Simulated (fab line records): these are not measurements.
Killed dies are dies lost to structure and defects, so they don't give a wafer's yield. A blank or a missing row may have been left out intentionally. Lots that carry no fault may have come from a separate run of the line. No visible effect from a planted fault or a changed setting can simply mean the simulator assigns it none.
Matching of chambers + flow n5-finfet + cmp-02 running N5_BEOL_M6_CMP_52: 4 sister chambers
The step polishes, stops on SiCOH lowk, t overpolish 6.9 s, target thk 80 nm. 8 wafers are shown with their chamber, then 9 later ones without.

EACH WAFER AND ITS CHAMBER
| wafer  | chamber | motor-current-A (A) | time-to-endpoint-s (s) |
|--------|---------|---------------------|------------------------|
| L083.5 | 3       | 5.8                 | 57                     |
| L090.6 | 0       | 5.8                 | 67                     |
| L091.2 | 0       | 5.9                 | 64                     |
| L091.3 | 2       | 5.0                 | 67                     |
| L091.4 | 3       | 6.3                 | 61                     |
| L089.2 | 1       | 5.9                 | 63                     |
| L089.3 | 2       | 4.7                 | 68                     |
| L089.6 | 1       | 5.4                 | 62                     |

WAFERS WITH NO CHAMBER GIVEN
| wafer  | motor-current-A (A) | time-to-endpoint-s (s) |
|--------|---------------------|------------------------|
| L093.1 | 5.5                 | 63                     |
| L093.5 | 5.8                 | 63                     |
| L093.6 | 5.8                 | 65                     |
| L096.1 | 5.7                 | 63                     |
| L096.3 | 5.9                 | 63                     |
| L096.5 | 5.8                 | 70                     |
| L094.2 | 5.4                 | 60                     |
| L094.3 | 5.7                 | 66                     |
| L094.5 | 6.0                 | 67                     |

CHAMBER TAKEN BY EACH
| wafer  | from the rows above          | in truth |
|--------|------------------------------|----------|
| L093.1 | can't be placed: 1 or 0      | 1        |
| L093.5 | can't be placed: 1 or 0 or 3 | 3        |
| L093.6 | can't be placed: 0 or 1      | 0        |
| L096.1 | can't be placed: 1 or 0      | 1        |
| L096.3 | can't be placed: 1 or 0 or 3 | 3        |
| L096.5 | can't be placed: 0 or 2 or 1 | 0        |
| L094.2 | can't be placed: 1 or 3 or 0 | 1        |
| L094.3 | can't be placed: 0 or 1      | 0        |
| L094.5 | can't be placed: 0 or 1      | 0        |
Placed correctly: 0 of 9. Can't be placed from these rows: 9 (the true chamber is among the candidates in 9). Wrongly placed: 0.
How it was worked out, from the rows above alone: a wafer's distance from a chamber is the root of the sum, over the readings, of the square of ((its reading less the chamber's mean) divided by the reading's scatter). If the next closest chamber is less than 2 further off than the closest, the wafer can't be placed; otherwise it belongs to the closest. For every chamber, the mean is computed from those of its wafers that are shown. The scatter: the root of (the sum of the squares of (reading less its chamber's mean) over the shown wafers, divided by (wafers less chambers)).
